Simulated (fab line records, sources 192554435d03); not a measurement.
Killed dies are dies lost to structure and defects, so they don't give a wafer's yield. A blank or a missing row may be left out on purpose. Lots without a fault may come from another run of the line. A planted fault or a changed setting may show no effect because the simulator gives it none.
fab line records | flow n5_finfet
record lots=7 wafers=19 last_day=18
route steps=1938 shown BEOL_M2@867 BEOL_M4@1111 PASSIVATION@1936
lots that met no fault: from a run of the same line without faults
start_h: hours from the record's first day to the start of the lot's first wafer shown | wait_h: hours since the lot's step before | " the same as in the row above | L1.1+2: a row that stands for several wafers | - no value, or no start given | * or withheld: withheld | < > ~ a bound
route shown NAME@n: a module of which the file shows steps, and the number in the route of the first | usual: mean/standard deviation of fault-free wafers | same: alike in all rows | chamber/n: place in a boat | sites: the reading at each site | _std_site: their standard deviation | _edge_site: outer sites' mean less inner sites' | radius_mm: how far each site lies from the wafer's centre | mask NAME#n: copy n | behind: the tool/chamber that last shaped the wafer | hold: why the lot was held/for how many hours/how that ended | device: the transistor (n, p or np) that didn't switch | end of line: the same wafers' tests at the end of the route | a step without rows: its recipe alone | killed: dies lost to structure and defects at the first sort, not the wafer's yield | map: a wafer's dies, x killed, . not, _ none there
set.NAME: the setting as run; set.NAME@STEP: as run at that earlier step | model.NAME: the simulator's own value behind a step, which no gauge read
lots at some steps of the route; a table a step, a row a wafer
services: from which hour (start_h, from the record's first day; less than 0 if before it) a tool's chamber was out of use, for how many hours, and why
## steps
# step N5_BEOL_M2_COAT_67
# recipe resist=SOC temp_c=250 time_s=60 spin_rpm=1500 resist_thk_nm=60
# step N5_BEOL_M2_COAT_68
# recipe resist=SiARC temp_c=220 time_s=60 spin_rpm=1500 resist_thk_nm=12
# step N5_BEOL_M2_COAT_76
# recipe resist=underlayer temp_c=205 time_s=60 spin_rpm=1500 resist_thk_nm=5
# step N5_BEOL_M2_COAT_22
# recipe resist=CAR-EUV spin_rpm=1500 resist_thk_nm=30
# step N5_BEOL_M2_EBR_24
# recipe solvent=PGMEA ebr_width_mm=1.5
# step N5_BEOL_M2_SOFTBAKE_23
# recipe temp_c=110 time_s=60 resist=CAR-EUV
# step N5_BEOL_M2_EXPOSE_25
# recipe mask_id=V1 na=0.33 source_shape=quasar sigma_inner=0.2 sigma_outer=0.8 polarization=unpolarized defocus_nm=5 dose_mj=63
# step N5_BEOL_M2_PEB_26
# recipe peb_temp_c=100 peb_time_s=60 resist=CAR-EUV
# step N5_BEOL_M2_DEVELOP_27
# recipe develop_time_s=30 developer=TMAH resist=CAR-EUV rinse_liquid=surfactant_rinse dry=air_spin dev_temp_c=23
# step N5_BEOL_M2_CD_MEAS_28
# recipe target_cd_nm=26.2 landing_energy_ev=500 detector=se_inlens target_cd_y_nm=24.1 polarity=opening
# usual cd_nm=26.26/0.24
# same landing_energy_ev=500
# columns lot.wafer tool chamber start_h wait_h cd_nm
L867.2 cd_sem-03 0 140.49 - 25.97
L867.3 " 0 " " 26.34
L867.5 " 0 " " 26.29
L871.3 cd_sem-01 0 157.00 - 26.11
L871.5 " 0 " " 26.39
L871.6 " 0 " " 26.11
L879.3 cd_sem-02 0 205.30 - 26.21
L879.5 " 0 " " 26.09
L880.3 cd_sem-01 0 211.33 - 26.64
L880.5 " 0 " " 26.27
L881.2 cd_sem-02 0 216.69 - 26.23
L881.3 " 0 " " 26.36
L881.6 " 0 " " 25.91
L884.3 cd_sem-01 0 231.54 - 26.28
L884.5 " 0 " " 26.21
L884.6 " 0 " " 25.97
L890.2 cd_sem-02 0 283.29 - 26.39
L890.4 " 0 " " 26.36
L890.5 " 0 " " 26.45
# step N5_BEOL_M2_OVL_MEAS_29
# recipe points_per_wafer=522
# usual V1_OVL=-0.1/0.59
# columns lot.wafer tool chamber start_h wait_h V1_OVL[nm]
L867.2 overlay-02 0 140.53 0.0 0.9
L867.3 " 0 " " -0.4
L867.5 " 0 " " -0.3
L871.3 overlay-01 0 157.04 0.0 0.1
L871.5 " 0 " " 0.0
L871.6 " 0 " " -0.3
L879.3 overlay-01 0 205.34 0.0 0.0
L879.5 " 0 " " 1.2
L880.3 overlay-02 0 211.37 0.0 0.5
L880.5 " 0 " " 0.0
L881.2 overlay-01 0 216.73 0.0 0.1
L881.3 " 0 " " 1.1
L881.6 " 0 " " -0.1
L884.3 overlay-01 0 231.58 0.0 0.3
L884.5 " 0 " " 0.5
L884.6 " 0 " " 1.0
L890.2 overlay-01 0 283.32 0.0 0.1
L890.4 " 0 " " -0.1
L890.5 " 0 " " 0.1
# step N5_BEOL_M2_INSPECT_30
# recipe mode=adi inspect_instrument=brightfield
# usual raw_defect_count=438/97
# columns lot.wafer tool chamber start_h wait_h raw_defect_count
L867.2 defect_inspect-02 - 140.58 0.0 421
L867.3 " - " " 409
L867.5 " - " " 397
L871.3 defect_inspect-02 - 157.09 0.0 377
L871.5 " - " " 405
L871.6 " - " " 544
L879.3 defect_inspect-01 - 205.39 0.0 380
L879.5 " - " " 355
L880.3 defect_inspect-01 - 211.41 0.0 584
L880.5 " - " " 536
L881.2 defect_inspect-01 - 216.78 0.0 396
L881.3 " - " " 487
L881.6 " - " " 355
L884.3 defect_inspect-01 - 231.63 0.0 409
L884.5 " - " " 337
L884.6 " - " " 370
L890.2 defect_inspect-01 - 283.37 0.0 413
L890.4 " - " " 373
L890.5 " - " " 417
# step N5_BEOL_M2_DESCUM_33
# recipe chemistry=O2 time_s=7 source_power_w=50 bias_power_w=20 pressure_mtorr=20 rf_frequency_hz=2.712e+07 temp_c=40 resist=CAR-EUV o2_flow_sccm=225
# usual drypump_motor_current_A=5.6/0.3 oes_product_au=0.78/0.074 rf_vpp_V=243.6/1.2 showerhead_plenum_p_Torr=2.12/0.062 throttle_valve_pct=20.5/0.33
# columns lot.wafer tool chamber start_h wait_h drypump_motor_current_A oes_product_au rf_hours_counter_h rf_vpp_V showerhead_plenum_p_Torr throttle_valve_pct model.CAR-EUV_of_BEOL_M2_COAT_22.thk_nm
L867.2 rie_diel-06 0 140.61 0.0 5.9 0.84 62 242.2 2.01 20.0 26
L867.3 " 2 " " 5.5 0.83 70 244.4 2.10 20.3 26
L867.5 " 0 " " 5.9 0.85 - 241.7 2.01 20.0 26
L871.3 rie_diel-03 3 157.12 0.0 5.1 0.73 155 244.3 2.11 20.5 26.2
L871.5 " 3 " " 5.1 0.75 - 243.7 2.11 20.5 26.2
L871.6 " 2 " " 6.3 0.73 - 243.6 2.10 20.7 26.2
L879.3 rie_diel-01 3 205.42 0.0 5.5 0.89 50 242.1 2.03 20.0 25.8
L879.5 " 3 " " 5.5 0.87 - 242.0 2.03 20.0 26
L880.3 rie_diel-01 3 211.45 0.0 5.5 0.88 52 241.6 2.03 20.0 25.8
L880.5 " 0 " " 5.7 0.84 - 245.6 2.22 20.1 26.2
L881.2 rie_diel-01 2 217.43 0.6 5.7 0.68 245 246.1 2.17 21.0 25.8
L881.3 " 0 " " 5.7 0.85 71 245.9 2.21 20.1 25.6
L881.6 " 3 " " 5.5 0.86 - 242.9 2.03 20.0 26
L884.3 rie_diel-06 1 231.66 0.0 5.6 0.69 245 243.9 2.13 20.8 26
L884.5 " 1 " " 5.6 0.69 - 243.1 2.13 20.8 26.2
L884.6 " 2 " " 5.5 0.80 - 241.3 2.09 20.4 26
L890.2 rie_diel-03 2 283.46 0.1 6.3 0.69 240 241.0 2.09 20.7 26
L890.4 " 3 " " 5.1 0.70 200 244.0 2.09 20.6 26
L890.5 " 0 " " 5.3 0.88 - 244.4 2.14 20.6 26
# step N5_BEOL_M2_ETCH_77
# recipe chemistry=N2/H2 target=underlayer target_depth_a=65 mask_material=CAR-EUV time_s=5.2 ion_energy_ev=200 pressure_mtorr=30 source_w=840 bias_w=150 n2_flow_sccm=200 h2_flow_sccm=200 ends=cleared
# usual drypump_motor_current_A=5.6/0.3 etch_rf_on_time_s=5.26/0.12 oes_product_au=0.66/0.062 rf_vpp_V=524.8/2.1 showerhead_plenum_p_Torr=2.57/0.074 throttle_valve_pct=17.88/0.29
# columns lot.wafer tool chamber start_h wait_h drypump_motor_current_A etch_rf_on_time_s oes_product_au rf_hours_counter_h rf_vpp_V showerhead_plenum_p_Torr throttle_valve_pct
L867.2 rie_diel-06 0 140.65 0.0 5.9 5.13 0.73 62 521.4 2.47 17.51
L867.3 " 2 " " 5.5 5.09 0.72 70 523.2 2.57 17.82
L867.5 " 0 " " 5.9 5.13 0.73 - 523.0 2.47 17.51
L871.3 rie_diel-03 3 157.16 0.0 5.2 5.31 0.62 155 523.0 2.55 17.95
L871.5 " 3 " " 5.2 5.31 0.63 - 523.0 2.55 17.98
L871.6 " 2 " " 6.3 5.54 0.60 - 521.7 2.51 17.76
L879.3 rie_diel-01 3 205.46 0.0 5.5 5.30 0.73 50 521.4 2.49 17.60
L879.5 " 3 " " 5.5 5.23 0.74 - 521.8 2.49 17.60
L880.3 rie_diel-01 3 211.48 0.0 5.5 5.33 0.75 52 521.3 2.49 17.61
L880.5 " 0 " " 5.7 5.11 0.72 - 526.3 2.70 17.61
L881.2 rie_diel-01 2 217.46 0.0 5.7 5.37 0.57 245 526.2 2.62 18.44
L881.3 " 0 " " 5.8 5.06 0.73 71 526.9 2.70 17.61
L881.6 " 3 " " 5.5 5.28 0.72 - 522.4 2.49 17.61
L884.3 rie_diel-06 1 231.69 0.0 5.6 5.20 0.60 245 523.6 2.59 18.23
L884.5 " 1 " " 5.6 5.19 0.60 - 526.1 2.59 18.26
L884.6 " 2 " " 5.5 5.10 0.69 - 525.0 2.56 17.86
L890.2 rie_diel-03 2 283.49 0.0 6.2 5.55 0.57 240 523.2 2.49 17.83
L890.4 " 3 " " 5.2 5.33 0.60 200 524.5 2.54 18.06
L890.5 " 0 " " 5.3 5.27 0.73 - 525.0 2.56 17.65
# step N5_BEOL_M2_ETCH_69
# recipe chemistry=CF4 target=SiARC target_depth_a=156 mask_material=CAR-EUV time_s=26 ion_energy_ev=80 pressure_mtorr=40 source_w=545 bias_w=36 Ar_flow_sccm=100 cf4_flow_sccm=100 ends=cleared
# usual drypump_motor_current_A=5.6/0.3 etch_rf_on_time_s=26.3/0.69 oes_product_au=0.66/0.061 rf_vpp_V=184.3/1 showerhead_plenum_p_Torr=2.17/0.054 throttle_valve_pct=15.64/0.29
# columns lot.wafer tool chamber start_h wait_h drypump_motor_current_A etch_rf_on_time_s oes_product_au rf_hours_counter_h rf_vpp_V showerhead_plenum_p_Torr throttle_valve_pct
L867.2 rie_diel-06 0 140.66 0.0 5.9 25.6 0.74 62 183.0 2.09 15.37
L867.3 " 2 " " 5.5 25.9 0.71 70 183.5 2.16 15.58
L867.5 " 0 " " 5.9 25.6 0.72 - 183.7 2.09 15.38
L871.3 rie_diel-03 3 157.17 0.0 5.1 26.4 0.63 155 183.0 2.15 15.66
L871.5 " 3 " " 5.1 26.3 0.62 - 182.9 2.15 15.67
L871.6 " 2 " " 6.3 27.3 0.61 - 184.5 2.12 15.68
L879.3 rie_diel-01 3 205.47 0.0 5.5 26.5 0.74 50 185.0 2.10 15.26
L879.5 " 3 " " 5.5 26.5 0.73 - 182.2 2.10 15.28
L880.3 rie_diel-01 3 211.50 0.0 5.5 26.7 0.73 52 184.1 2.10 15.29
L880.5 " 0 " " 5.8 25.9 0.72 - 185.8 2.25 15.22
L881.2 rie_diel-01 2 217.48 0.0 5.7 27.1 0.57 245 184.9 2.20 16.02
L881.3 " 0 " " 5.7 25.6 0.72 71 185.0 2.25 15.22
L881.6 " 3 " " 5.5 26.9 0.72 - 184.0 2.10 15.29
L884.3 rie_diel-06 1 231.71 0.0 5.7 25.7 0.61 245 184.6 2.18 16.05
L884.5 " 1 " " 5.7 26.0 0.60 - 184.9 2.18 16.05
L884.6 " 2 " " 5.5 25.7 0.69 - 183.7 2.15 15.62
L890.2 rie_diel-03 2 283.51 0.0 6.3 27.7 0.58 240 182.4 2.10 15.78
L890.4 " 3 " " 5.1 26.8 0.60 200 185.4 2.13 15.76
L890.5 " 0 " " 5.3 26.6 0.74 - 184.1 2.18 15.62
# step N5_BEOL_M2_ALD_98
# recipe material=SiO2 target_thk_a=25 temp_c=100 ald_precursor_family=BDEAS ald_co_reactant=O2-plasma pulse_time_s=1 co_reactant_pulse_time_s=1 purge_time_s=2 co_reactant_purge_time_s=2 ald_cycles=17 pressure_torr=2
# usual heater_power_w=76/6.4 precursor_pulse_height_rel=1.001/0.02
# same co_reactant_pulse_time_s=1
# columns lot.wafer tool chamber start_h wait_h heater_power_w precursor_pulse_height_rel
L867.2 ald_sin-01 0 140.83 0.1 73 1.012
L867.3 " 3 " " 76 0.988
L867.5 " 0 " " 75 1.022
L871.3 ald_sin-03 1 157.75 0.5 76 1.011
L871.5 " 2 " " 71 0.994
L871.6 " 3 " " 81 1.006
L879.3 ald_sin-01 0 205.55 0.1 75 0.987
L879.5 " 2 " " 67 1.035
L880.3 ald_sin-01 0 212.23 0.7 74 1.028
L880.5 " 3 " " 75 1.017
L881.2 ald_sin-02 0 217.56 0.1 74 1.010
L881.3 " 1 " " 80 1.012
L881.6 " 0 " " 72 0.962
L884.3 ald_sin-01 3 231.79 0.1 75 0.993
L884.5 " 1 " " 83 1.002
L884.6 " 2 " " 67 1.024
L890.2 ald_sin-02 0 283.59 0.1 72 1.029
L890.4 " 3 " " 71 0.994
L890.5 " 2 " " 94 1.020
# step N5_BEOL_M2_ETCHBACK_99
# recipe chemistry=CHF3 target=SiO2 target_depth_a=50 time_s=10.4 source_w=215 bias_w=47 Ar_flow_sccm=200 CHF3_flow_sccm=12 ion_energy_ev=100 pressure_mtorr=30
# usual drypump_motor_current_A=5.60/0.29 oes_product_au=0.78/0.076 rf_vpp_V=240/4.6 showerhead_plenum_p_Torr=2.18/0.058 throttle_valve_pct=17.08/0.29
# columns lot.wafer tool chamber start_h wait_h drypump_motor_current_A oes_product_au rf_hours_counter_h rf_vpp_V showerhead_plenum_p_Torr throttle_valve_pct model.CAR-EUV_of_BEOL_M2_COAT_22.thk_nm
L867.2 rie_diel-03 1 141.12 0.2 5.77 0.79 102 247 2.16 16.87 10.2
L867.3 " 0 " " 5.32 0.69 235 242 2.23 17.64 10.4
L867.5 " 2 " " 6.28 0.72 - 242 2.13 17.11 10.4
L871.3 rie_diel-01 2 161.39 3.6 5.69 0.68 225 245 2.21 17.44 10.4
L871.5 " 0 " " 5.72 0.86 - 241 2.27 16.62 10.4
L871.6 " 1 " " 5.49 0.77 - 242 2.23 17.22 10.4
L879.3 rie_diel-03 0 210.68 5.1 5.31 0.96 2 241 2.23 17.19 10
L879.5 " 2 " " 6.26 0.70 - 243 2.12 17.15 10.4
L880.3 rie_diel-03 0 216.61 4.3 5.33 0.94 5 241 2.23 17.21 10.2
L880.5 " 0 " " 5.29 0.94 - 242 2.23 17.23 10.4
L881.2 rie_diel-01 3 217.76 0.1 5.52 0.84 55 240 2.11 16.78 10.2
L881.3 " 2 " " 5.67 0.66 245 245 2.21 17.46 9.8
L881.6 " 0 " " 5.72 0.84 - 241 2.26 16.66 10.4
L884.3 rie_diel-03 0 236.12 4.3 5.33 0.91 13 243 2.22 17.22 10.4
L884.5 " 1 " " 5.77 0.75 - 248 2.15 16.95 10.4
L884.6 " 0 " " 5.30 0.91 - 242 2.22 17.22 10.4
L890.2 rie_diel-06 2 293.08 9.4 5.50 0.79 112 245 2.16 17.13 10.4
L890.4 " 0 " " 5.91 0.81 107 236 2.07 16.85 10.4
L890.5 " 2 " " 5.49 0.80 - 245 2.16 17.12 10.4
# step N5_BEOL_M2_ETCH_70
# recipe chemistry=N2/H2 target=SOC target_depth_a=800 overetch_a=240 mask_material=SiARC temp_c=40 time_s=130 ion_energy_ev=200 pressure_mtorr=30 source_w=840 bias_w=150 n2_flow_sccm=200 h2_flow_sccm=200
# usual drypump_motor_current_A=5.60/0.3 oes_product_au=0.58/0.053 rf_vpp_V=524.8/2.1 showerhead_plenum_p_Torr=2.58/0.075 throttle_valve_pct=17.83/0.29
# columns lot.wafer tool chamber start_h wait_h drypump_motor_current_A oes_product_au rf_hours_counter_h rf_vpp_V showerhead_plenum_p_Torr throttle_valve_pct
L867.2 rie_diel-03 1 141.16 0.0 5.76 0.57 103 525.1 2.55 17.59
L867.3 " 0 " " 5.30 0.51 235 524.8 2.58 17.99
L867.5 " 2 " " 6.27 0.54 - 523.7 2.51 17.70
L871.3 rie_diel-01 2 161.42 0.0 5.68 0.51 225 524.2 2.63 18.33
L871.5 " 0 " " 5.73 0.62 - 528.3 2.71 17.54
L871.6 " 1 " " 5.50 0.56 - 525.5 2.65 18.00
L879.3 rie_diel-03 0 210.72 0.0 5.29 0.69 2 526.9 2.58 17.56
L879.5 " 2 " " 6.29 0.53 - 520.7 2.50 17.75
L880.3 rie_diel-03 0 216.65 0.0 5.33 0.69 5 524.6 2.58 17.55
L880.5 " 0 " " 5.33 0.69 - 526.0 2.58 17.55
L881.2 rie_diel-01 3 217.80 0.0 5.50 0.64 55 522.4 2.49 17.57
L881.3 " 2 " " 5.67 0.50 245 525.9 2.62 18.35
L881.6 " 0 " " 5.74 0.62 - 526.5 2.70 17.55
L884.3 rie_diel-03 0 236.16 0.0 5.27 0.67 13 524.8 2.57 17.57
L884.5 " 1 " " 5.78 0.55 - 522.1 2.53 17.63
L884.6 " 0 " " 5.28 0.66 - 525.7 2.57 17.56
L890.2 rie_diel-06 2 293.12 0.0 5.47 0.58 112 523.7 2.56 17.85
L890.4 " 0 " " 5.92 0.58 107 521.8 2.45 17.54
L890.5 " 2 " " 5.48 0.57 - 524.1 2.56 17.83
# step N5_BEOL_M4_RC_MEAS_101
# usual DIBL_N=36.1/1.6 DIBL_P=35.7/1.8 IOFF_N=0.159/0.027 IOFF_P=0.21/0.03 ION_N=673/10 ION_P=462/7.4 SS_N=71.4/0.56 SS_P=73.2/0.61 VT_N=249.7/3 VT_P=-250/3.1
# columns lot.wafer tool chamber start_h wait_h DIBL_N[mV/V] DIBL_P[mV/V] IOFF_N[nA/um] IOFF_P[nA/um] ION_N[uA/um] ION_P[uA/um] SS_N[mV/dec] SS_P[mV/dec] VT_N[mV] VT_P[mV]
L867.2 prober-01 0 166.40 0.2 34.2 34.7 0.137 0.22 668 466 71.4 73.6 250.1 -248
L867.3 " 0 " " 33.8 34.9 0.132 0.22 666 464 71.6 72.7 251.5 -249
L867.5 " 0 " " 34.9 36.6 0.157 0.25 673 471 72.0 73.6 248.1 -244
L871.3 prober-02 0 185.47 0.3 37.4 35.6 0.154 0.18 667 455 71.5 73.2 253.0 -254
L871.5 " 0 " " 37.4 37.2 0.157 0.20 667 458 71.6 73.3 250.0 -252
L871.6 " 0 " " 37.6 36.5 0.149 0.18 656 445 71.7 73.3 252.7 -254
L879.3 prober-01 0 237.72 0.3 36.6 34.5 0.151 0.19 654 450 71.3 73.6 253.6 -251
L879.5 " 0 " " 34.0 31.8 0.114 0.16 661 456 71.4 72.5 254.6 -254
L880.3 prober-02 0 245.09 0.3 36.4 37.4 0.155 0.25 675 468 72.0 73.0 252.0 -248
L880.5 " 0 " " 36.5 37.4 0.158 0.25 678 469 70.7 74.2 249.6 -245
L881.2 prober-02 0 252.58 0.2 33.3 32.8 0.113 0.16 648 452 70.7 72.1 256.3 -254
L881.3 " 0 " " 32.5 32.2 0.104 0.16 653 455 69.9 72.1 256.1 -254
L881.6 " 0 " " 35.3 36.0 0.148 0.21 675 459 70.9 73.1 251.5 -251
L884.3 prober-02 0 276.86 0.3 40.6 42.1 0.289 0.32 697 471 73.1 74.0 239.8 -246
L884.5 " 0 " " 34.8 35.2 0.147 0.18 673 462 72.1 72.6 249.2 -253
L884.6 " 0 " " 35.9 36.2 0.167 0.20 676 456 70.6 72.3 246.7 -251
L890.2 prober-02 0 329.06 0.2 39.1 38.5 0.197 0.30 681 470 71.4 74.1 245.4 -243
L890.4 " 0 " " 35.9 34.2 0.139 0.20 671 468 70.7 73.6 249.0 -250
L890.5 " 0 " " 38.1 36.9 0.179 0.26 678 473 71.4 73.8 247.1 -244
# step N5_PASSIVATION_PROBE_49
# usual defect_limited_yield=91.0/1.3 killed_at_M0_to_M3=33/10 killed_at_M4_up=14/5.6 killed_at_contacts=12/5.8 killed_at_front_end=43/11 killed_at_other=4.1/2.8 killed_dies=106/15 killed_open=70/12 killed_short=34/7.5 sort_bin_4_leakage=0.00/0.0099 sort_bin_5_function=5.3/0.88 sort_bin_6_memory=3.3/0.64 sort_bin_8_speed=0.00/0.016 sort_n_pass=1074/15 sort_yield_pct=91.0/1.3
# same gross_dies=1180 killed_at_back_side=0
# columns lot.wafer tool chamber start_h wait_h defect_limited_yield[%] killed_at_M0_to_M3 killed_at_M4_up killed_at_contacts killed_at_front_end killed_at_other killed_dies killed_open killed_short sort_bin_4_leakage[%] sort_bin_5_function[%] sort_bin_6_memory[%] sort_bin_8_speed[%] sort_n_pass sort_yield_pct[%]
L879.5 prober-01 - 340.92 0.2 91.9 38 11 7 38 2 96 57 38 0 4.5 3.3 0 1084 91.9
L880.3 prober-02 - 357.35 0.1 94.0 24 6 2 35 4 71 50 17 0 3.1 2.7 0 1109 94.0
L881.2 prober-01 - 364.91 0.1 91.4 33 13 9 41 6 102 75 27 0 5.2 3.2 0 1078 91.4
L881.3 prober-01 - 364.96 0.1 90.7 31 4 14 52 9 110 69 40 0 5.2 3.7 0 1070 90.7
L881.6 prober-01 - 365.11 0.3 94.4 10 6 10 37 3 66 42 23 0 3.3 1.9 0 1114 94.4
# killed by level:class
L879.5 FIN_SAQP:geometric_particle:short=12 BEOL_M0_SAQP:geometric_particle:open=11 BEOL_M0_SAQP:geometric_particle:short=10 FIN_SAQP:geometric_particle:open=9 STI_FIN_REVEAL:geometric_particle:open=9 BEOL_M1:geometric_particle:open=7 MOL_CONTACT_COAG:geometric_particle:open=5 BEOL_M3:geometric_particle:open=4
L880.3 BEOL_M3:geometric_particle:open=8 STI_FIN_REVEAL:geometric_particle:open=7 GATE_CUT:geometric_particle:short=5 BEOL_M2:geometric_particle:open=5 FIN_SAQP:geometric_particle:open=4 GATE_CUT:geometric_particle:open=4 BEOL_M0_SAQP:geometric_particle:open=4 BEOL_M4:geometric_particle:open=4
L881.2 FIN_SAQP:geometric_particle:open=14 BEOL_M0_SAQP:geometric_particle:open=9 STI_FIN_REVEAL:geometric_particle:open=8 BEOL_M0_SAQP:geometric_particle:short=8 BEOL_M4:geometric_particle:open=8 MOL_CONTACT_COAG:geometric_particle:open=7 DUMMY_GATE:geometric_particle:open=5 BEOL_M1:geometric_particle:open=5
L881.3 FIN_SAQP:geometric_particle:open=14 MOL_CONTACT_COAG:geometric_particle:open=12 FIN_SAQP:geometric_particle:short=10 BEOL_M1:geometric_particle:open=7 STI_FIN_REVEAL:geometric_particle:open=6 BEOL_M0_SAQP:geometric_particle:open=6 BEOL_M0_SAQP:geometric_particle:short=6 BEOL_M2:geometric_particle:open=5
L881.6 FIN_SAQP:geometric_particle:open=15 FIN_SAQP:geometric_particle:short=7 MOL_CONTACT_COAG:geometric_particle:open=7 STI_FIN_REVEAL:geometric_particle:open=5 BEOL_M0_SAQP:geometric_particle:open=4 STARTING-WAFER:geometric_particle:short=4 MOL_CONTACT_COAG:geometric_particle:short=3 BEOL_M0_SAQP:geometric_particle:short=3
## services
# columns tool chamber start_h hours kind
ald_sin-02 - 144.29 6.0 pm
rie_diel-06 2 144.85 12.2 repair
ald_sin-03 - 162.30 6.1 pm
rie_diel-03 0 170.10 5.9 repair
ald_sin-02 0 173.72 1.7 repair
ald_sin-03 - 177.94 14.0 pm
ald_sin-01 1 184.53 5.7 repair
ald_sin-02 3 187.52 4.0 repair
rie_diel-03 0 190.51 - clean
rie_diel-03 0 190.51 - consumable_replace:focus_ring
rie_diel-03 0 190.51 12.7 scheduled_down
rie_diel-03 0 190.51 12.7 vent_cycle
rie_diel-01 0 198.22 3.0 repair
ald_sin-03 - 207.83 6.0 pm
ald_sin-02 3 222.86 5.1 repair
ald_sin-03 0 225.83 2.4 repair
ald_sin-03 0 229.60 4.2 repair
rie_diel-06 - 232.17 14.6 pm
rie_diel-01 2 232.53 - clean
rie_diel-01 2 232.53 - consumable_replace:focus_ring
rie_diel-01 2 232.53 27.3 scheduled_down
ald_sin-03 0 243.70 4.6 repair
ald_sin-03 2 246.32 3.0 repair
rie_diel-03 2 263.59 3.8 repair
## key
first_sign none at tools or gauges
model_effect step=N5_BEOL_M2_DESCUM_33 value=CAR-EUV_of_BEOL_M2_COAT_22.thk_nm without=26.15 struck=25.75
model_effect step=N5_BEOL_M2_ETCHBACK_99 value=CAR-EUV_of_BEOL_M2_COAT_22.thk_nm without=10.45 struck=10.05
met_at N5_BEOL_M2_DESCUM_33
struck_wafers L879.3,L880.3,L881.2,L881.3
fault kind=process_parameter_drift tool=rie_diel-01 chamber=- onset_h=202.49 steps=N5_BEOL_M2_DESCUM_33 channel=time_s offset=* shape=step end_h=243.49 scope=struck_wafers_only acts_in=* stated=*
